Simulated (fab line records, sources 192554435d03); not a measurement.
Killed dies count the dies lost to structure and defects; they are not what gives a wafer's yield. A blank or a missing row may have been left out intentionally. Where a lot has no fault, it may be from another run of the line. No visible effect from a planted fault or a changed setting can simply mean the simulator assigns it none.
Chamber matching / flow n5Finfet / N5_BEOL_M8_PECVD_70 on pecvd-02: 3 sister chambers
The step deposits SiO2 from TEOS/O2, target thk 20 nm, time 22.7 s. 16 wafers are shown with their chamber, then 8 later ones without.

EACH WAFER AND ITS CHAMBER
wafer=L075.1; chamber=2; showerheadPlenumPTorr (Torr)=8.75; heaterPowerW (W)=717; throttleValvePct (%)=21.6
wafer=L075.2; chamber=1; showerheadPlenumPTorr (Torr)=8.80; heaterPowerW (W)=754; throttleValvePct (%)=22.1
wafer=L075.6; chamber=0; showerheadPlenumPTorr (Torr)=8.67; heaterPowerW (W)=469; throttleValvePct (%)=21.8
wafer=L077.1; chamber=2; showerheadPlenumPTorr (Torr)=8.75; heaterPowerW (W)=741; throttleValvePct (%)=21.3
wafer=L077.2; chamber=1; showerheadPlenumPTorr (Torr)=8.80; heaterPowerW (W)=767; throttleValvePct (%)=21.8
wafer=L077.3; chamber=0; showerheadPlenumPTorr (Torr)=8.65; heaterPowerW (W)=577; throttleValvePct (%)=21.7
wafer=L083.2; chamber=2; showerheadPlenumPTorr (Torr)=8.76; heaterPowerW (W)=702; throttleValvePct (%)=21.5
wafer=L083.5; chamber=0; showerheadPlenumPTorr (Torr)=8.68; heaterPowerW (W)=512; throttleValvePct (%)=21.8
wafer=L083.6; chamber=1; showerheadPlenumPTorr (Torr)=8.80; heaterPowerW (W)=826; throttleValvePct (%)=21.9
wafer=L088.1; chamber=1; showerheadPlenumPTorr (Torr)=8.79; heaterPowerW (W)=697; throttleValvePct (%)=21.9
wafer=L088.4; chamber=1; showerheadPlenumPTorr (Torr)=8.81; heaterPowerW (W)=717; throttleValvePct (%)=21.5
wafer=L088.5; chamber=0; showerheadPlenumPTorr (Torr)=8.70; heaterPowerW (W)=487; throttleValvePct (%)=21.6
wafer=L089.1; chamber=2; showerheadPlenumPTorr (Torr)=8.78; heaterPowerW (W)=647; throttleValvePct (%)=21.9
wafer=L089.3; chamber=0; showerheadPlenumPTorr (Torr)=8.67; heaterPowerW (W)=550; throttleValvePct (%)=21.7
wafer=L089.6; chamber=1; showerheadPlenumPTorr (Torr)=8.81; heaterPowerW (W)=843; throttleValvePct (%)=21.7
wafer=L092.1; chamber=2; showerheadPlenumPTorr (Torr)=8.76; heaterPowerW (W)=734; throttleValvePct (%)=21.7

SIGNATURES (averages over the wafers above)
reading=showerheadPlenumPTorr; chamber 0=8.6740; chamber 1=8.8017; chamber 2=8.7600; scatter within a chamber=0.013
reading=heaterPowerW; chamber 0=519.00; chamber 1=767.33; chamber 2=708.20; scatter within a chamber=48.3
reading=throttleValvePct; chamber 0=21.720; chamber 1=21.817; chamber 2=21.600; scatter within a chamber=0.183
Rule: distance of a wafer from a chamber = root of the sum over the readings of ((wafer's reading minus chamber's mean) / reading's scatter) squared. The wafer belongs to the nearest chamber; if the next one is less than 2 further off, it can't be placed. The scatter is the square root of a quotient: the sum, over the shown wafers, of each reading's squared deviation from its chamber's mean, divided by wafers minus chambers.

WAFERS WITHOUT THEIR CHAMBER
wafer=L092.3; showerheadPlenumPTorr (Torr)=8.69; heaterPowerW (W)=568; throttleValvePct (%)=21.7
wafer=L092.6; showerheadPlenumPTorr (Torr)=8.71; heaterPowerW (W)=561; throttleValvePct (%)=21.8
wafer=L097.2; showerheadPlenumPTorr (Torr)=8.79; heaterPowerW (W)=734; throttleValvePct (%)=21.6
wafer=L097.4; showerheadPlenumPTorr (Torr)=8.67; heaterPowerW (W)=518; throttleValvePct (%)=22.0
wafer=L097.6; showerheadPlenumPTorr (Torr)=8.78; heaterPowerW (W)=738; throttleValvePct (%)=21.6
wafer=L096.2; showerheadPlenumPTorr (Torr)=8.70; heaterPowerW (W)=564; throttleValvePct (%)=21.9
wafer=L096.5; showerheadPlenumPTorr (Torr)=8.70; heaterPowerW (W)=564; throttleValvePct (%)=22.0
wafer=L096.6; showerheadPlenumPTorr (Torr)=8.77; heaterPowerW (W)=712; throttleValvePct (%)=21.9

WHICH CHAMBER EACH ONE RAN IN
wafer=L092.3; from the rows above=0; in truth=0
wafer=L092.6; from the rows above=0; in truth=0
wafer=L097.2; from the rows above=can't be placed: 1 or 2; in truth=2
wafer=L097.4; from the rows above=0; in truth=0
wafer=L097.6; from the rows above=can't be placed: 2 or 1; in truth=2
wafer=L096.2; from the rows above=0; in truth=0
wafer=L096.5; from the rows above=0; in truth=0
wafer=L096.6; from the rows above=can't be placed: 2 or 1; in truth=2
5 of 8 placed correctly. Cannot be placed on the basis of these rows: 3; the candidates contain the true chamber in 3. Wrongly placed: 0.
